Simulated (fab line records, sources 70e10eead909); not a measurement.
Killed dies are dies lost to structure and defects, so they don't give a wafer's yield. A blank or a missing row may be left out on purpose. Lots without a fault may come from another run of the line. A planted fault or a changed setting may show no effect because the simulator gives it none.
Chamber matching | flow nand_harc | NHARC_P_M2_DESCUM_14 on rie_diel-07: 4 sister chambers
The step chemistry O2, time 3 s. 8 wafers are shown with their chamber, then 7 later ones without.

WAFERS WITH THEIR CHAMBER
wafer  | chamber | showerhead_plenum_p_Torr (Torr) | drypump_motor_current_A (A)
L078.5 | 2       | 2.00                            | 5.1
L083.5 | 1       | 1.82                            | 5.4
L083.6 | 0       | 1.97                            | 5.6
L086.1 | 0       | 1.97                            | 5.6
L086.2 | 1       | 1.82                            | 5.4
L086.3 | 3       | 1.99                            | 5.1
L089.3 | 2       | 1.99                            | 5.1
L089.5 | 3       | 1.98                            | 5.2

WAFERS WITHOUT THEIR CHAMBER
wafer  | showerhead_plenum_p_Torr (Torr) | drypump_motor_current_A (A)
L089.6 | 1.99                            | 5.1
L092.1 | 1.99                            | 5.1
L092.2 | 1.98                            | 5.1
L092.4 | 1.97                            | 5.6
L096.1 | 1.97                            | 5.6
L096.3 | 1.99                            | 5.1
L096.6 | 1.98                            | 5.1

WHICH CHAMBER EACH WENT THROUGH
wafer  | from the rows above     | in truth
L089.6 | can't be placed: 2 or 3 | 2
L092.1 | can't be placed: 2 or 3 | 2
L092.2 | can't be placed: 3 or 2 | 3
L092.4 | 0                       | 0
L096.1 | 0                       | 0
L096.3 | can't be placed: 2 or 3 | 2
L096.6 | can't be placed: 3 or 2 | 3
Placed correctly: 2 of 7. Can't be placed from these rows: 5 (the true chamber is among the candidates in 5). Placed wrongly: 0.
How it was worked out, from the rows above alone: a wafer's distance from a chamber is the root of the sum, over the readings, of the square of ((its reading less the chamber's mean) divided by the reading's scatter). The wafer belongs to the nearest chamber; if the next one is less than 2 further off, it can't be placed. A chamber's mean is the mean of its shown wafers. The scatter: the root of (the sum of the squares of (reading less its chamber's mean) over the shown wafers, divided by (wafers less chambers)).
